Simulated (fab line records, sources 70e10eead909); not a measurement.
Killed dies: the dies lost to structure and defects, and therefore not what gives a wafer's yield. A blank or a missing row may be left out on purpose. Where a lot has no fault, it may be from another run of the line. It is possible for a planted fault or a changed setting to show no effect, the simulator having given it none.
fab line records	flow nand_harc
record: lots: 6	wafers: 18	last_day: 33
route steps=1302 shown A_CONTACT@1006
lots that met no fault: taken from a fault-free run of the same line
start_h: start of the lot's first displayed wafer, in hours after the record's first day	wait_h: how many hours have passed since the lot's step before this one	" unchanged from the row above	L1.1+2: a single row standing in for several wafers	- either no value or no given start	* or withheld: withheld	< > ~ a bound
route shown NAME@n: a module of which the file shows steps, and the number in the route of the first	usual: average and standard deviation across the fault-free wafers	same: alike in all rows	chamber/n: place in a boat	sites: each site's reading	_std_site: the values' standard deviation	_edge_site: mean of outer sites minus mean of inner sites	radius_mm: for every site, how far away it sits from the centre of the wafer	mask NAME#n: copy n	behind: the tool/chamber that last shaped the wafer	hold: what put the lot on hold/how long, in hours/how the hold closed	device: the transistor (n, p or np) that didn't switch	end of line: tests of these same wafers at the route's end	a step without rows: its recipe alone	killed: dies lost to structure and defects at the first sort, not the wafer's yield	map: per-die view of a wafer (x killed, . not killed, _ where there is no die)
set.NAME: setting as actually run; set.NAME@STEP: the setting as run at that earlier step	model.NAME: the simulator's own value behind a step, which no gauge read
certain route steps with their lots: each step a table, each wafer a row
services: from which hour (start_h, from the record's first day; less than 0 if before it) a tool's chamber was out of use, for how many hours, and why
== steps ==
step: NHARC_A_CONTACT_ETCH_112
recipe: source_w: withheld	pressure_mtorr: 20	bias_v: 3000	time_s: 190	target_depth_a: 18500	ar_flow_sccm: withheld	c4f8_flow_sccm: withheld	o2_flow_sccm: withheld	chemistry: C4F8/O2/Ar
usual: chamber_pressure_mTorr: 19.999/0.017	oes_air_line_au: 1.005/0.021
same: time_s: 190
lot.wafer	tool	chamber	start_h	wait_h	chamber_pressure_mTorr	oes_air_line_au	rf_hours_counter_h
L502.4	har_cap_etch-02	0	584.31	0.2	19.987	0.995	-
L502.3	"	1	"	"	19.984	1.025	-
L502.5	"	0	"	"	19.996	0.992	-
L503.1	har_cap_etch-01	0	584.76	0.2	20.014	1.001	16
L503.2	"	1	"	"	20.020	1.006	16
L503.3	"	0	"	"	19.991	0.982	-
L505.1	har_cap_etch-01	0	590.15	0.2	20.045	0.985	18
L505.4	"	1	"	"	20.019	0.969	-
L505.3	"	0	"	"	19.984	0.981	-
L513.3	har_cap_etch-02	0	682.04	0.2	20.002	1.030	-
L513.4	"	1	"	"	20.025	1.004	-
L513.5	"	0	"	"	20.003	1.032	-
L514.1	har_cap_etch-02	0	708.90	0.2	19.968	1.010	120
L514.3	"	1	"	"	19.981	0.999	-
L514.6	"	0	"	"	20.003	0.984	-
L515.1	har_cap_etch-03	1	715.47	0.2	20.029	1.010	77
L515.5	"	1	"	"	20.013	1.051	-
L515.6	"	0	"	"	20.005	0.999	-
step: NHARC_A_CONTACT_ETCH_113
recipe: source_w: withheld	pressure_mtorr: 20	bias_v: 3000	time_s: 190	target_depth_a: 18500	ar_flow_sccm: withheld	c4f8_flow_sccm: withheld	o2_flow_sccm: withheld	chemistry: C4F8/O2/Ar
usual: chamber_pressure_mTorr: 20.001/0.018	oes_air_line_au: 1.001/0.019
same: time_s: 190
lot.wafer	tool	chamber	start_h	wait_h	chamber_pressure_mTorr	oes_air_line_au	rf_hours_counter_h
L502.4	har_cap_etch-02	0	584.49	0.1	20.023	0.970	-
L502.3	"	1	"	"	19.990	1.004	-
L502.5	"	0	"	"	20.004	1.014	-
L503.1	har_cap_etch-01	0	584.93	0.1	19.972	0.980	16
L503.2	"	1	"	"	20.004	1.008	16
L503.3	"	0	"	"	20.014	0.974	-
L505.1	har_cap_etch-01	0	590.32	0.1	20.004	0.993	18
L505.4	"	1	"	"	20.012	1.003	-
L505.3	"	0	"	"	19.993	0.996	-
L513.3	har_cap_etch-02	0	682.21	0.1	19.997	0.992	-
L513.4	"	1	"	"	20.007	0.986	-
L513.5	"	0	"	"	20.012	0.967	-
L514.1	har_cap_etch-02	0	709.07	0.1	19.990	1.056	120
L514.3	"	1	"	"	20.006	0.984	-
L514.6	"	0	"	"	19.993	1.013	-
L515.1	har_cap_etch-03	1	715.64	0.1	19.982	1.024	77
L515.5	"	1	"	"	20.013	0.993	-
L515.6	"	0	"	"	20.039	1.000	-
step: NHARC_A_CONTACT_ETCH_114
recipe: source_w: withheld	pressure_mtorr: 20	bias_v: 3000	time_s: 190	target_depth_a: 18500	ar_flow_sccm: withheld	c4f8_flow_sccm: withheld	o2_flow_sccm: withheld	chemistry: C4F8/O2/Ar
step: NHARC_A_CONTACT_ETCH_115
recipe: source_w: withheld	pressure_mtorr: 20	bias_v: 3000	time_s: 190	target_depth_a: 18500	ar_flow_sccm: withheld	c4f8_flow_sccm: withheld	o2_flow_sccm: withheld	chemistry: C4F8/O2/Ar
step: NHARC_A_CONTACT_ETCH_116
recipe: source_w: withheld	pressure_mtorr: 20	bias_v: 3000	time_s: 190	target_depth_a: 18500	ar_flow_sccm: withheld	c4f8_flow_sccm: withheld	o2_flow_sccm: withheld	chemistry: C4F8/O2/Ar
step: NHARC_A_CONTACT_ETCH_117
recipe: source_w: withheld	pressure_mtorr: 20	bias_v: 3000	time_s: 190	target_depth_a: 18500	ar_flow_sccm: withheld	c4f8_flow_sccm: withheld	o2_flow_sccm: withheld	chemistry: C4F8/O2/Ar
step: NHARC_A_CONTACT_ETCH_118
recipe: source_w: withheld	pressure_mtorr: 20	bias_v: 3000	time_s: 190	target_depth_a: 18500	ar_flow_sccm: withheld	c4f8_flow_sccm: withheld	o2_flow_sccm: withheld	chemistry: C4F8/O2/Ar
usual: chamber_pressure_mTorr: 19.998/0.017	oes_air_line_au: 0.999/0.022
same: time_s: 190
lot.wafer	tool	chamber	start_h	wait_h	chamber_pressure_mTorr	oes_air_line_au	rf_hours_counter_h
L502.4	har_cap_etch-02	0	585.34	0.1	20.008	0.989	-
L502.3	"	1	"	"	19.978	0.991	-
L502.5	"	0	"	"	19.997	0.965	-
L503.1	har_cap_etch-01	0	585.78	0.1	19.996	0.954	17
L503.2	"	1	"	"	19.991	1.022	17
L503.3	"	0	"	"	19.986	0.960	-
L505.1	har_cap_etch-01	0	591.18	0.1	20.007	1.018	19
L505.4	"	1	"	"	20.012	1.006	-
L505.3	"	0	"	"	20.008	1.002	-
L513.3	har_cap_etch-02	0	683.06	0.1	20.024	1.003	-
L513.4	"	1	"	"	20.007	1.016	-
L513.5	"	0	"	"	19.994	0.964	-
L514.1	har_cap_etch-02	0	709.92	0.1	19.998	0.975	121
L514.3	"	1	"	"	20.007	0.990	-
L514.6	"	0	"	"	19.995	0.982	-
L515.1	har_cap_etch-03	1	716.50	0.1	19.986	1.008	78
L515.5	"	1	"	"	20.000	0.982	-
L515.6	"	0	"	"	19.997	1.024	-
step: NHARC_A_CONTACT_ETCH_119
recipe: source_w: withheld	pressure_mtorr: 20	bias_v: 3000	time_s: 190	target_depth_a: 18500	ar_flow_sccm: withheld	c4f8_flow_sccm: withheld	o2_flow_sccm: withheld	chemistry: C4F8/O2/Ar
usual: chamber_pressure_mTorr: 20.001/0.017	oes_air_line_au: 0.999/0.02
same: time_s: 190
lot.wafer	tool	chamber	start_h	wait_h	chamber_pressure_mTorr	oes_air_line_au	rf_hours_counter_h
L502.4	har_cap_etch-02	0	585.51	0.1	20.008	1.000	-
L502.3	"	1	"	"	19.995	1.012	-
L502.5	"	0	"	"	19.983	1.020	-
L503.1	har_cap_etch-01	0	585.95	0.1	19.999	1.036	17
L503.2	"	1	"	"	19.983	1.011	17
L503.3	"	0	"	"	19.994	1.043	-
L505.1	har_cap_etch-01	0	591.35	0.1	20.011	0.997	19
L505.4	"	1	"	"	19.970	1.007	-
L505.3	"	0	"	"	19.988	1.003	-
L513.3	har_cap_etch-02	0	683.23	0.1	20.018	0.997	-
L513.4	"	1	"	"	20.007	0.985	-
L513.5	"	0	"	"	19.963	0.996	-
L514.1	har_cap_etch-02	0	710.09	0.1	19.983	0.985	121
L514.3	"	1	"	"	20.021	1.008	-
L514.6	"	0	"	"	20.036	1.017	-
L515.1	har_cap_etch-03	1	716.67	0.1	20.000	0.973	78
L515.5	"	1	"	"	20.018	0.978	-
L515.6	"	0	"	"	19.998	0.971	-
step: NHARC_A_CONTACT_ETCH_120
recipe: source_w: withheld	pressure_mtorr: 20	bias_v: 3000	time_s: 190	target_depth_a: 18500	ar_flow_sccm: withheld	c4f8_flow_sccm: withheld	o2_flow_sccm: withheld	chemistry: C4F8/O2/Ar
step: NHARC_A_CONTACT_ETCH_121
recipe: source_w: withheld	pressure_mtorr: 20	bias_v: 3000	time_s: 190	target_depth_a: 18500	ar_flow_sccm: withheld	c4f8_flow_sccm: withheld	o2_flow_sccm: withheld	chemistry: C4F8/O2/Ar
step: NHARC_A_CONTACT_ETCH_122
recipe: source_w: withheld	pressure_mtorr: 20	bias_v: 3000	time_s: 190	target_depth_a: 18500	ar_flow_sccm: withheld	c4f8_flow_sccm: withheld	o2_flow_sccm: withheld	chemistry: C4F8/O2/Ar
usual: chamber_pressure_mTorr: 20.001/0.017	oes_air_line_au: 1.002/0.02
same: time_s: 190
lot.wafer	tool	chamber	start_h	wait_h	chamber_pressure_mTorr	oes_air_line_au	rf_hours_counter_h
L502.4	har_cap_etch-02	0	586.03	0.1	20.028	1.004	-
L502.3	"	1	"	"	20.023	0.975	-
L502.5	"	0	"	"	20.009	1.018	-
L503.1	har_cap_etch-01	0	586.47	0.1	20.003	1.025	18
L503.2	"	1	"	"	19.994	0.984	18
L503.3	"	0	"	"	20.002	0.979	-
L505.1	har_cap_etch-01	0	591.87	0.1	19.983	1.012	20
L505.4	"	1	"	"	20.007	0.974	-
L505.3	"	0	"	"	20.015	1.001	-
L513.3	har_cap_etch-02	0	683.74	0.1	20.009	0.992	-
L513.4	"	1	"	"	20.022	1.019	-
L513.5	"	0	"	"	19.973	0.997	-
L514.1	har_cap_etch-02	0	710.60	0.1	19.970	1.006	121
L514.3	"	1	"	"	20.007	0.982	-
L514.6	"	0	"	"	20.027	1.033	-
L515.1	har_cap_etch-03	1	717.18	0.1	19.993	1.025	79
L515.5	"	1	"	"	19.966	1.008	-
L515.6	"	0	"	"	20.005	0.969	-
step: NHARC_A_CONTACT_ETCH_123
recipe: source_w: withheld	pressure_mtorr: 20	bias_v: 400	time_s: 490	target_depth_a: 21100	ar_flow_sccm: withheld	c4f8_flow_sccm: 11.5	o2_flow_sccm: 7.2	chemistry: C4F8/O2/Ar
step: NHARC_A_CONTACT_ETCH_90
recipe: target_depth_a: 400	over_etch_frac: 0.5	time_s: 85.7	ion_energy_ev: 120	ch3f_flow_sccm: 50	o2_flow_sccm: 30	ar_flow_sccm: 200	rf_w: 500	bias_w: 100	chemistry: CH3F/O2
usual: bias_w: 99.96/0.27	ch3f_flow_sccm: 49.98/0.15	drypump_motor_current_A: 5.67/0.29	oes_product_au: 0.95/0.036	over_etch_frac: 0.5/0	rf_vpp_V: 244.6/1.5	showerhead_plenum_p_Torr: 2.48/0.1	throttle_valve_pct: 20.664/0.0095	time_s: 85.7/0
lot.wafer	tool	chamber	start_h	wait_h	bias_w	ch3f_flow_sccm	drypump_motor_current_A	oes_product_au	over_etch_frac	rf_hours_counter_h	rf_vpp_V	showerhead_plenum_p_Torr	throttle_valve_pct	time_s
L502.3	rie_diel-12	0	587.14	0.6	-	-	-	-	-	-	-	-	-	-
L502.4	"	1	"	"	-	-	-	-	-	-	-	-	-	-
L502.5	"	0	"	"	-	-	-	-	-	-	-	-	-	-
L503.2	rie_diel-08	1	587.61	0.8	-	-	-	-	-	-	-	-	-	-
L503.1	"	2	"	"	-	-	-	-	-	-	-	-	-	-
L503.3	"	0	"	"	-	-	-	-	-	-	-	-	-	-
L505.3	rie_diel-08	0	593.01	0.6	100.15	49.97	5.64	1.00	0.5	5	243.8	2.43	20.659	85.7
L505.1	"	1	"	"	99.83	50.09	6.12	1.01	0.5	4	243.0	2.41	20.665	85.7
L505.4	"	2	"	"	100.20	49.77	5.30	1.01	0.5	5	245.3	2.57	20.658	85.7
L513.4	rie_diel-08	1	684.85	0.7	99.55	50.07	6.13	1.01	0.5	18	244.9	2.41	20.653	85.7
L513.3	"	2	"	"	99.99	50.15	5.29	1.01	0.5	18	244.2	2.56	20.653	85.7
L513.5	"	3	"	"	99.68	50.22	5.61	1.01	0.5	-	244.3	2.58	20.671	85.7
L514.1	rie_diel-08	2	711.74	0.9	99.89	49.90	5.29	0.93	0.5	22	244.6	2.56	20.665	85.7
L514.3	"	3	"	"	99.75	50.31	5.61	0.94	0.5	24	245.6	2.57	20.674	85.7
L514.6	"	2	"	"	99.99	50.07	5.28	0.94	0.5	-	245.5	2.56	20.666	85.7
L515.1	rie_diel-08	1	718.34	0.9	100.18	49.71	6.13	1.01	0.5	23	243.4	2.41	20.660	85.7
L515.5	"	0	"	"	99.96	49.92	5.66	1.01	0.5	-	244.7	2.42	20.675	85.7
L515.6	"	1	"	"	100.04	50.06	6.13	1.00	0.5	-	243.2	2.41	20.668	85.7
step: NHARC_A_CONTACT_ETCH_96
recipe: target_depth_a: 200	over_etch_frac: 0.5	time_s: 10	ion_energy_ev: 250	c4f6_flow_sccm: 25	o2_flow_sccm: 20	ar_flow_sccm: 500	rf_w: 600	bias_w: 500	chemistry: C4F6/O2
== services ==
tool	chamber	start_h	hours	kind
rie_diel-08	1	568.42	6.1	repair
rie_diel-08	0	579.13	-	clean
rie_diel-08	1	579.13	-	clean
rie_diel-08	2	579.13	-	clean
rie_diel-08	3	579.13	-	clean
rie_diel-08	0	603.68	-	clean
rie_diel-08	1	603.68	-	clean
rie_diel-08	2	603.68	-	clean
rie_diel-08	3	603.68	-	clean
rie_diel-12	-	622.52	9.0	pm
rie_diel-08	0	628.18	-	clean
rie_diel-08	1	628.18	-	clean
rie_diel-08	2	628.18	-	clean
rie_diel-08	3	628.18	-	clean
har_cap_etch-02	-	635.17	0.1	repair
rie_diel-08	0	652.68	-	clean
rie_diel-08	1	652.68	-	clean
rie_diel-08	2	652.68	-	clean
rie_diel-08	3	652.68	-	clean
rie_diel-08	2	658.58	5.1	repair
rie_diel-08	-	666.06	0.3	repair
rie_diel-08	0	677.18	-	clean
rie_diel-08	1	677.18	-	clean
rie_diel-08	2	677.18	-	clean
== key ==
first_sign: step: NHARC_A_CONTACT_ETCH_90	reading: tool_record	direction: missing
effect none on later readings
met_at NHARC_A_CONTACT_ETCH_90
struck_wafers L502.3,L502.4,L502.5,L503.1,L503.2,L503.3
later_rows_left_out L502.3,L502.4,L502.5,L503.1,L503.2,L503.3
sort_left_out L502.3,L502.4,L502.5,L503.1,L503.2,L503.3
tester_left_out L502,L503
fault: kind: skipped_step_whole	tool: rie_diel-08,rie_diel-12	chamber: -	onset_h: 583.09	steps: NHARC_A_CONTACT_ETCH_90	scope: struck_lots_only
tester_left_out: of these lots the tester's yield and bins aren't shown, on N5 and GAA mostly nor the transistor test; their killed dies are dies lost to structure and defects alone, not to doping, threshold or leakage, so they don't give the yield
sort_left_out: the simulated sort isn't trusted on such a fault, so these wafers' sort isn't shown, and their yield isn't known
later_rows_left_out: the simulator's readings of these wafers behind a module that went badly wrong aren't trusted and aren't shown, but for the sort
